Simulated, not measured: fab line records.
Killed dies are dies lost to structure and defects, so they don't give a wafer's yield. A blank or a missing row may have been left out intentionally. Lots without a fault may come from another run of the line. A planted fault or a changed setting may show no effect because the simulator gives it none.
Which tool is to blame? || flow nand_harc || 11 lots with 33 wafers sampled at 6 steps, on a route of 1302 steps

WHAT THE GAUGES READ, wafer by wafer
NHARC_P_M0_CD_MEAS_09: the cd target is 90 nm. Usual: cd_nm at 89.7 nm, with a standard deviation of 0.92.
{"lot": "L821", "measured": "day 6 07:17", "on": "cd_sem-03", "cd_nm (nm)": "87.7 90.5 90.5", "flag": ""}
{"lot": "L824", "measured": "day 7 10:35", "on": "cd_sem-03", "cd_nm (nm)": "89.7 89.4 88.2", "flag": ""}
{"lot": "L827", "measured": "day 8 19:13", "on": "cd_sem-03", "cd_nm (nm)": "90.6 90.3 90.3", "flag": ""}
{"lot": "L832", "measured": "day 10 17:55", "on": "cd_sem-03", "cd_nm (nm)": "90.6 88.5 89.1", "flag": ""}
{"lot": "L834", "measured": "day 11 07:49", "on": "cd_sem-03", "cd_nm (nm)": "89.1 91.3 90.3", "flag": ""}
{"lot": "L836", "measured": "day 12 08:41", "on": "cd_sem-01", "cd_nm (nm)": "88.7 90.3 89.9", "flag": ""}
{"lot": "L837", "measured": "day 12 23:48", "on": "cd_sem-01", "cd_nm (nm)": "90.5 90.5 90.7", "flag": ""}
{"lot": "L838", "measured": "day 13 08:01", "on": "cd_sem-02", "cd_nm (nm)": "89.8 89.9 88.4", "flag": ""}
{"lot": "L839", "measured": "day 13 13:37", "on": "cd_sem-03", "cd_nm (nm)": "87.4 88.8 88.5", "flag": ""}
{"lot": "L842", "measured": "day 14 17:04", "on": "cd_sem-03", "cd_nm (nm)": "81.7 81.5 82.8", "flag": "OFF"}
{"lot": "L843", "measured": "day 15 02:09", "on": "cd_sem-03", "cd_nm (nm)": "80.7 82.1 81.3", "flag": "OFF"}

NHARC_END_SORT_01. Usual: defect_limited_yield 91 %, standard deviation 3.2; killed_at_array 58, standard deviation 22; killed_at_other 1.0, standard deviation 1.3; killed_at_periphery 5, standard deviation 3.4; killed_dies 64, standard deviation 22; killed_open 3.6, standard deviation 1.8; killed_short 2.4, standard deviation 1.7.
{"lot": "L832", "measured": "day 28 19:41", "on": "prober-01", "defect_limited_yield (%)": "94 94 93", "killed_at_array": "32 34 43", "killed_at_other": "1 0 0", "killed_at_periphery": "5 7 4", "killed_dies": "38 41 47", "killed_open": "5 4 4", "killed_short": "2 2 0", "flag": ""}
{"lot": "L834", "measured": "day 29 05:26", "on": "prober-02", "defect_limited_yield (%)": "84 87 85", "killed_at_array": "102 89 98", "killed_at_other": "0 0 0", "killed_at_periphery": "3 1 3", "killed_dies": "105 90 101", "killed_open": "2 1 4", "killed_short": "4 1 0", "flag": ""}
{"lot": "L836", "measured": "day 30 09:10", "on": "prober-02", "defect_limited_yield (%)": "87 89 86", "killed_at_array": "79 65 86", "killed_at_other": "3 1 0", "killed_at_periphery": "3 10 8", "killed_dies": "85 76 94", "killed_open": "1 3 5", "killed_short": "3 6 5", "flag": ""}
{"lot": "L837", "measured": "day 30 22:19", "on": "prober-01", "defect_limited_yield (%)": "87 88 86", "killed_at_array": "74 78 90", "killed_at_other": "6 0 2", "killed_at_periphery": "6 1 5", "killed_dies": "86 79 97", "killed_open": "3 5 4", "killed_short": "4 4 2", "flag": ""}
{"lot": "L843", "measured": "day 33 11:53", "on": "prober-01", "defect_limited_yield (%)": "85 87 89", "killed_at_array": "84 73 60", "killed_at_other": "2 2 0", "killed_at_periphery": "18 15 16", "killed_dies": "104 90 76", "killed_open": "7 5 5", "killed_short": "3 4 2", "flag": "OFF"}

WHAT TOOL EACH LOT RAN ON (gives the tool, then ch and the chambers of the sampled wafers, and finally the start)
{"lot": "L821", "NHARC_P_CONTACT_DESCUM_17": "rie_diel-09 ch 0,3, day 6 03:18", "NHARC_P_CONTACT_STRIP_28": "rie_diel-09 ch 2,3, day 6 04:15", "NHARC_P_M0_PEB_07": "litho_track-06 ch 0, day 6 07:13", "NHARC_P_M0_ETCH_34": "rie_diel-01 ch 0,1,2, day 6 07:34"}
{"lot": "L824", "NHARC_P_CONTACT_DESCUM_17": "rie_diel-03 ch 1,2,3, day 7 06:35", "NHARC_P_CONTACT_STRIP_28": "rie_diel-07 ch 0,1,3, day 7 07:32", "NHARC_P_M0_PEB_07": "litho_track-06 ch 0, day 7 10:30", "NHARC_P_M0_ETCH_34": "rie_diel-05 ch 0,2,3, day 7 10:52"}
{"lot": "L827", "NHARC_P_CONTACT_DESCUM_17": "rie_diel-09 ch 1,2,3, day 8 15:15", "NHARC_P_CONTACT_STRIP_28": "rie_diel-03 ch 0,1,3, day 8 16:12", "NHARC_P_M0_PEB_07": "litho_track-01 ch 0, day 8 19:08", "NHARC_P_M0_ETCH_34": "rie_diel-01 ch 0,1,2, day 8 19:29"}
{"lot": "L832", "NHARC_P_CONTACT_DESCUM_17": "rie_diel-03 ch 0,2,3, day 10 13:20", "NHARC_P_CONTACT_STRIP_28": "rie_diel-03 ch 0,3, day 10 14:17", "NHARC_P_M0_PEB_07": "litho_track-06 ch 0, day 10 17:50", "NHARC_P_M0_ETCH_34": "rie_diel-01 ch 0,2,3, day 10 18:12"}
{"lot": "L834", "NHARC_P_CONTACT_DESCUM_17": "rie_diel-09 ch 0,3, day 11 03:49", "NHARC_P_CONTACT_STRIP_28": "rie_diel-03 ch 0,3, day 11 04:48", "NHARC_P_M0_PEB_07": "litho_track-04 ch 0, day 11 07:45", "NHARC_P_M0_ETCH_34": "rie_diel-05 ch 0,1,3, day 11 08:06"}
{"lot": "L836", "NHARC_P_CONTACT_DESCUM_17": "rie_diel-07 ch 0,1,3, day 12 04:44", "NHARC_P_CONTACT_STRIP_28": "rie_diel-03 ch 0,2,3, day 12 05:41", "NHARC_P_M0_PEB_07": "litho_track-06 ch 0, day 12 08:37", "NHARC_P_M0_ETCH_34": "rie_diel-01 ch 0,1,2, day 12 09:00"}
{"lot": "L837", "NHARC_P_CONTACT_DESCUM_17": "rie_diel-07 ch 1,3, day 12 19:53", "NHARC_P_CONTACT_STRIP_28": "rie_diel-07 ch 0,2,3, day 12 20:50", "NHARC_P_M0_PEB_07": "litho_track-04 ch 0, day 12 23:43", "NHARC_P_M0_ETCH_34": "rie_diel-05 ch 0,1,3, day 13 00:07"}
{"lot": "L838", "NHARC_P_CONTACT_DESCUM_17": "rie_diel-03 ch 0,3, day 13 04:08", "NHARC_P_CONTACT_STRIP_28": "rie_diel-09 ch 0,1,2, day 13 05:07", "NHARC_P_M0_PEB_07": "litho_track-06 ch 0, day 13 07:56", "NHARC_P_M0_ETCH_34": "rie_diel-05 ch 1,2, day 13 08:17"}
{"lot": "L839", "NHARC_P_CONTACT_DESCUM_17": "rie_diel-03 ch 1,2, day 13 09:34", "NHARC_P_CONTACT_STRIP_28": "rie_diel-09 ch 0,3, day 13 10:31", "NHARC_P_M0_PEB_07": "litho_track-01 ch 0, day 13 13:32", "NHARC_P_M0_ETCH_34": "rie_diel-01 ch 1,2, day 13 13:53"}
{"lot": "L842", "NHARC_P_CONTACT_DESCUM_17": "rie_diel-07 ch 1,2,3, day 14 13:01", "NHARC_P_CONTACT_STRIP_28": "rie_diel-07 ch 0,1,2, day 14 13:59", "NHARC_P_M0_PEB_07": "litho_track-06 ch 0, day 14 16:59", "NHARC_P_M0_ETCH_34": "rie_diel-05 ch 0,1,3, day 14 17:20"}
{"lot": "L843", "NHARC_P_CONTACT_DESCUM_17": "rie_diel-09 ch 1,2, day 14 22:03", "NHARC_P_CONTACT_STRIP_28": "rie_diel-07 ch 0,1,2, day 14 23:02", "NHARC_P_M0_PEB_07": "litho_track-06 ch 0, day 15 02:04", "NHARC_P_M0_ETCH_34": "rie_diel-05 ch 0,1,3, day 15 02:26"}
- NHARC_P_CONTACT_DESCUM_17: chemistry O2, time 3 s.
- NHARC_P_CONTACT_STRIP_28: strips in O2.
- NHARC_P_M0_PEB_07: peb time 65 s.
- NHARC_P_M0_ETCH_34: etches the open film in N2/H2, target depth 40 nm, overetch 12 nm, time 43.94 s.

AS READ BY THE TOOLS THEMSELVES (means over the sampled wafers that have a number; for cases with no such wafer, the mark the record gives instead)
NHARC_P_CONTACT_DESCUM_17. Usual: drypump_motor_current_A 5.8 A, standard deviation 0.38; o2_flow_sccm 200.0 sccm, standard deviation 0.64; oes_product_au 0.998 a.u., standard deviation 0.012; rf_vpp_V 57.8 V, standard deviation 0.95; showerhead_plenum_p_Torr 1.95 Torr, standard deviation 0.096; throttle_valve_pct 11.310 %, standard deviation 0.0093.
{"lot": "L821", "tool": "rie_diel-09", "drypump_motor_current_A (A)": 5.8, "o2_flow_sccm (sccm)": 200.1, "oes_product_au (a.u.)": 0.989, "rf_vpp_V (V)": 56.4, "showerhead_plenum_p_Torr (Torr)": 1.81, "throttle_valve_pct (%)": 11.312, "flag": ""}
{"lot": "L824", "tool": "rie_diel-03", "drypump_motor_current_A (A)": 6.1, "o2_flow_sccm (sccm)": 199.7, "oes_product_au (a.u.)": 1.000, "rf_vpp_V (V)": 57.9, "showerhead_plenum_p_Torr (Torr)": 1.99, "throttle_valve_pct (%)": 11.297, "flag": ""}
{"lot": "L827", "tool": "rie_diel-09", "drypump_motor_current_A (A)": 6.1, "o2_flow_sccm (sccm)": 200.1, "oes_product_au (a.u.)": 0.997, "rf_vpp_V (V)": 58.3, "showerhead_plenum_p_Torr (Torr)": 1.96, "throttle_valve_pct (%)": 11.312, "flag": ""}
{"lot": "L832", "tool": "rie_diel-03", "drypump_motor_current_A (A)": 6.0, "o2_flow_sccm (sccm)": 200.1, "oes_product_au (a.u.)": 1.011, "rf_vpp_V (V)": 57.7, "showerhead_plenum_p_Torr (Torr)": 1.97, "throttle_valve_pct (%)": 11.311, "flag": ""}
{"lot": "L834", "tool": "rie_diel-09", "drypump_motor_current_A (A)": 5.8, "o2_flow_sccm (sccm)": 198.9, "oes_product_au (a.u.)": 0.981, "rf_vpp_V (V)": 57.0, "showerhead_plenum_p_Torr (Torr)": 1.81, "throttle_valve_pct (%)": 11.299, "flag": ""}
{"lot": "L836", "tool": "rie_diel-07", "drypump_motor_current_A (A)": 5.7, "o2_flow_sccm (sccm)": 199.9, "oes_product_au (a.u.)": 0.987, "rf_vpp_V (V)": 57.4, "showerhead_plenum_p_Torr (Torr)": 1.98, "throttle_valve_pct (%)": 11.311, "flag": ""}
{"lot": "L837", "tool": "rie_diel-07", "drypump_motor_current_A (A)": 5.9, "o2_flow_sccm (sccm)": 200.4, "oes_product_au (a.u.)": 0.988, "rf_vpp_V (V)": 57.6, "showerhead_plenum_p_Torr (Torr)": 1.98, "throttle_valve_pct (%)": 11.316, "flag": ""}
{"lot": "L838", "tool": "rie_diel-03", "drypump_motor_current_A (A)": 5.6, "o2_flow_sccm (sccm)": 200.5, "oes_product_au (a.u.)": 1.002, "rf_vpp_V (V)": 57.2, "showerhead_plenum_p_Torr (Torr)": 1.98, "throttle_valve_pct (%)": 11.309, "flag": ""}
{"lot": "L839", "tool": "rie_diel-03", "drypump_motor_current_A (A)": 6.3, "o2_flow_sccm (sccm)": 200.0, "oes_product_au (a.u.)": 0.998, "rf_vpp_V (V)": 57.8, "showerhead_plenum_p_Torr (Torr)": 2.00, "throttle_valve_pct (%)": 11.315, "flag": ""}
{"lot": "L842", "tool": "rie_diel-07", "drypump_motor_current_A (A)": 5.7, "o2_flow_sccm (sccm)": 200.6, "oes_product_au (a.u.)": 0.994, "rf_vpp_V (V)": 57.9, "showerhead_plenum_p_Torr (Torr)": 1.89, "throttle_valve_pct (%)": 11.311, "flag": ""}
{"lot": "L843", "tool": "rie_diel-09", "drypump_motor_current_A (A)": 5.8, "o2_flow_sccm (sccm)": 199.7, "oes_product_au (a.u.)": 0.993, "rf_vpp_V (V)": 58.7, "showerhead_plenum_p_Torr (Torr)": 2.01, "throttle_valve_pct (%)": 11.309, "flag": ""}

NHARC_P_CONTACT_STRIP_28. Usual: drypump_motor_current_A 5.8 A, standard deviation 0.41; o2_flow_sccm 499.8 sccm, standard deviation 1.3; oes_product_au 0.997 a.u., standard deviation 0.013; rf_vpp_V 58.0 V, standard deviation 0.88; showerhead_plenum_p_Torr 3.61 Torr, standard deviation 0.15; throttle_valve_pct 17.038 %, standard deviation 0.0083.
{"lot": "L821", "tool": "rie_diel-09", "drypump_motor_current_A (A)": 6.1, "o2_flow_sccm (sccm)": 501.6, "oes_product_au (a.u.)": 0.991, "rf_vpp_V (V)": 57.3, "showerhead_plenum_p_Torr (Torr)": 3.60, "throttle_valve_pct (%)": 17.039, "flag": ""}
{"lot": "L824", "tool": "rie_diel-07", "drypump_motor_current_A (A)": 5.7, "o2_flow_sccm (sccm)": 498.0, "oes_product_au (a.u.)": 1.007, "rf_vpp_V (V)": 58.4, "showerhead_plenum_p_Torr (Torr)": 3.64, "throttle_valve_pct (%)": 17.040, "flag": ""}
{"lot": "L827", "tool": "rie_diel-03", "drypump_motor_current_A (A)": 5.7, "o2_flow_sccm (sccm)": 500.4, "oes_product_au (a.u.)": 0.999, "rf_vpp_V (V)": 57.4, "showerhead_plenum_p_Torr (Torr)": 3.67, "throttle_valve_pct (%)": 17.039, "flag": ""}
{"lot": "L832", "tool": "rie_diel-03", "drypump_motor_current_A (A)": 5.6, "o2_flow_sccm (sccm)": 499.5, "oes_product_au (a.u.)": 1.015, "rf_vpp_V (V)": 57.9, "showerhead_plenum_p_Torr (Torr)": 3.64, "throttle_valve_pct (%)": 17.037, "flag": ""}
{"lot": "L834", "tool": "rie_diel-03", "drypump_motor_current_A (A)": 5.6, "o2_flow_sccm (sccm)": 499.4, "oes_product_au (a.u.)": 1.003, "rf_vpp_V (V)": 58.1, "showerhead_plenum_p_Torr (Torr)": 3.64, "throttle_valve_pct (%)": 17.048, "flag": ""}
{"lot": "L836", "tool": "rie_diel-03", "drypump_motor_current_A (A)": 6.0, "o2_flow_sccm (sccm)": 500.2, "oes_product_au (a.u.)": 1.011, "rf_vpp_V (V)": 57.3, "showerhead_plenum_p_Torr (Torr)": 3.64, "throttle_valve_pct (%)": 17.033, "flag": ""}
{"lot": "L837", "tool": "rie_diel-07", "drypump_motor_current_A (A)": 5.7, "o2_flow_sccm (sccm)": 500.4, "oes_product_au (a.u.)": 0.998, "rf_vpp_V (V)": 57.6, "showerhead_plenum_p_Torr (Torr)": 3.60, "throttle_valve_pct (%)": 17.040, "flag": ""}
{"lot": "L838", "tool": "rie_diel-09", "drypump_motor_current_A (A)": 5.7, "o2_flow_sccm (sccm)": 498.5, "oes_product_au (a.u.)": 0.995, "rf_vpp_V (V)": 57.3, "showerhead_plenum_p_Torr (Torr)": 3.58, "throttle_valve_pct (%)": 17.043, "flag": ""}
{"lot": "L839", "tool": "rie_diel-09", "drypump_motor_current_A (A)": 5.9, "o2_flow_sccm (sccm)": 500.8, "oes_product_au (a.u.)": 0.990, "rf_vpp_V (V)": 57.1, "showerhead_plenum_p_Torr (Torr)": 3.36, "throttle_valve_pct (%)": 17.036, "flag": ""}
{"lot": "L842", "tool": "rie_diel-07", "drypump_motor_current_A (A)": 5.5, "o2_flow_sccm (sccm)": 499.4, "oes_product_au (a.u.)": 1.002, "rf_vpp_V (V)": 57.6, "showerhead_plenum_p_Torr (Torr)": 3.48, "throttle_valve_pct (%)": 17.037, "flag": ""}
{"lot": "L843", "tool": "rie_diel-07", "drypump_motor_current_A (A)": 5.5, "o2_flow_sccm (sccm)": 498.6, "oes_product_au (a.u.)": 1.001, "rf_vpp_V (V)": 57.7, "showerhead_plenum_p_Torr (Torr)": 3.48, "throttle_valve_pct (%)": 17.036, "flag": ""}

NHARC_P_M0_PEB_07. Usual: heater_power_total_W 156.6 W, standard deviation 0.45; plate_temp_C 99.97 C, standard deviation 0.12.
{"lot": "L821", "tool": "litho_track-06", "heater_power_total_W (W)": 156.8, "plate_temp_C (C)": 100.04, "flag": ""}
{"lot": "L824", "tool": "litho_track-06", "heater_power_total_W (W)": 156.5, "plate_temp_C (C)": 99.91, "flag": ""}
{"lot": "L827", "tool": "litho_track-01", "heater_power_total_W (W)": 156.4, "plate_temp_C (C)": 99.97, "flag": ""}
{"lot": "L832", "tool": "litho_track-06", "heater_power_total_W (W)": 156.8, "plate_temp_C (C)": 99.91, "flag": ""}
{"lot": "L834", "tool": "litho_track-04", "heater_power_total_W (W)": 156.4, "plate_temp_C (C)": 99.94, "flag": ""}
{"lot": "L836", "tool": "litho_track-06", "heater_power_total_W (W)": 156.8, "plate_temp_C (C)": 100.05, "flag": ""}
{"lot": "L837", "tool": "litho_track-04", "heater_power_total_W (W)": 156.3, "plate_temp_C (C)": 100.01, "flag": ""}
{"lot": "L838", "tool": "litho_track-06", "heater_power_total_W (W)": 156.7, "plate_temp_C (C)": 99.92, "flag": ""}
{"lot": "L839", "tool": "litho_track-01", "heater_power_total_W (W)": 156.9, "plate_temp_C (C)": 99.95, "flag": ""}
{"lot": "L842", "tool": "litho_track-06", "heater_power_total_W (W)": 152.2, "plate_temp_C (C)": 97.99, "flag": "OFF"}
{"lot": "L843", "tool": "litho_track-06", "heater_power_total_W (W)": 152.1, "plate_temp_C (C)": 97.91, "flag": "OFF"}

NHARC_P_M0_ETCH_34. Usual: drypump_motor_current_A 5.7 A, standard deviation 0.33; oes_product_au 1.006 a.u., standard deviation 0.016; rf_vpp_V 430.7 V, standard deviation 2.7; showerhead_plenum_p_Torr 2.05 Torr, standard deviation 0.098; throttle_valve_pct 14.171 %, standard deviation 0.0086.
{"lot": "L821", "tool": "rie_diel-01", "drypump_motor_current_A (A)": 5.6, "oes_product_au (a.u.)": 0.994, "rf_vpp_V (V)": 429.7, "showerhead_plenum_p_Torr (Torr)": 1.99, "throttle_valve_pct (%)": 14.173, "flag": ""}
{"lot": "L824", "tool": "rie_diel-05", "drypump_motor_current_A (A)": 5.8, "oes_product_au (a.u.)": 0.997, "rf_vpp_V (V)": 431.0, "showerhead_plenum_p_Torr (Torr)": 2.06, "throttle_valve_pct (%)": 14.174, "flag": ""}
{"lot": "L827", "tool": "rie_diel-01", "drypump_motor_current_A (A)": 5.6, "oes_product_au (a.u.)": 1.004, "rf_vpp_V (V)": 429.0, "showerhead_plenum_p_Torr (Torr)": 1.99, "throttle_valve_pct (%)": 14.171, "flag": ""}
{"lot": "L832", "tool": "rie_diel-01", "drypump_motor_current_A (A)": 5.4, "oes_product_au (a.u.)": 1.000, "rf_vpp_V (V)": 433.6, "showerhead_plenum_p_Torr (Torr)": 2.16, "throttle_valve_pct (%)": 14.165, "flag": ""}
{"lot": "L834", "tool": "rie_diel-05", "drypump_motor_current_A (A)": 5.8, "oes_product_au (a.u.)": 0.998, "rf_vpp_V (V)": 431.5, "showerhead_plenum_p_Torr (Torr)": 2.10, "throttle_valve_pct (%)": 14.172, "flag": ""}
{"lot": "L836", "tool": "rie_diel-01", "drypump_motor_current_A (A)": 5.6, "oes_product_au (a.u.)": 1.002, "rf_vpp_V (V)": 431.6, "showerhead_plenum_p_Torr (Torr)": 2.10, "throttle_valve_pct (%)": 14.180, "flag": ""}
{"lot": "L837", "tool": "rie_diel-05", "drypump_motor_current_A (A)": 5.8, "oes_product_au (a.u.)": 1.006, "rf_vpp_V (V)": 431.8, "showerhead_plenum_p_Torr (Torr)": 2.10, "throttle_valve_pct (%)": 14.169, "flag": ""}
{"lot": "L838", "tool": "rie_diel-05", "drypump_motor_current_A (A)": 6.0, "oes_product_au (a.u.)": 1.012, "rf_vpp_V (V)": 429.5, "showerhead_plenum_p_Torr (Torr)": 2.04, "throttle_valve_pct (%)": 14.161, "flag": ""}
{"lot": "L839", "tool": "rie_diel-01", "drypump_motor_current_A (A)": 6.0, "oes_product_au (a.u.)": 1.009, "rf_vpp_V (V)": 430.7, "showerhead_plenum_p_Torr (Torr)": 2.08, "throttle_valve_pct (%)": 14.172, "flag": ""}
{"lot": "L842", "tool": "rie_diel-05", "drypump_motor_current_A (A)": 5.8, "oes_product_au (a.u.)": 0.992, "rf_vpp_V (V)": 431.8, "showerhead_plenum_p_Torr (Torr)": 2.09, "throttle_valve_pct (%)": 14.176, "flag": ""}
{"lot": "L843", "tool": "rie_diel-05", "drypump_motor_current_A (A)": 5.8, "oes_product_au (a.u.)": 1.005, "rf_vpp_V (V)": 431.7, "showerhead_plenum_p_Torr (Torr)": 2.09, "throttle_valve_pct (%)": 14.177, "flag": ""}

THE ANSWER, worked out from the rows above alone
Rule: take the mean of a lot's wafers that have a number; if it is more than 3 standard deviations from the usual mean, the lot is off. A lot without any number at a reading at which 4 lots or more have one is off too. Where the step has rows for the other lots, those lots are counted as sound. The gauges are gone through in route order, then the tools' own readings, and for those a lot's mean is taken as printed above. At the first step where some lot is off, the reading lying furthest off is the one used; lots without a number count as furthest.
Off, at NHARC_P_M0_CD_MEAS_09 on cd_nm: L842, L843.
If a tool, at a process step before that reading, ran all the lots that are off and no sound lot after the first of them, it fits. Not tried: the gauges at NHARC_P_M0_CD_MEAS_09; whatever is off there is also off at NHARC_P_M0_PEB_07, on other tools, and gauge error can't account for it. Can't be told from this: 2 tools fit, rie_diel-07 at NHARC_P_CONTACT_STRIP_28, litho_track-06 at NHARC_P_M0_PEB_07.

WHAT THE SIMULATOR HAD PUT IN
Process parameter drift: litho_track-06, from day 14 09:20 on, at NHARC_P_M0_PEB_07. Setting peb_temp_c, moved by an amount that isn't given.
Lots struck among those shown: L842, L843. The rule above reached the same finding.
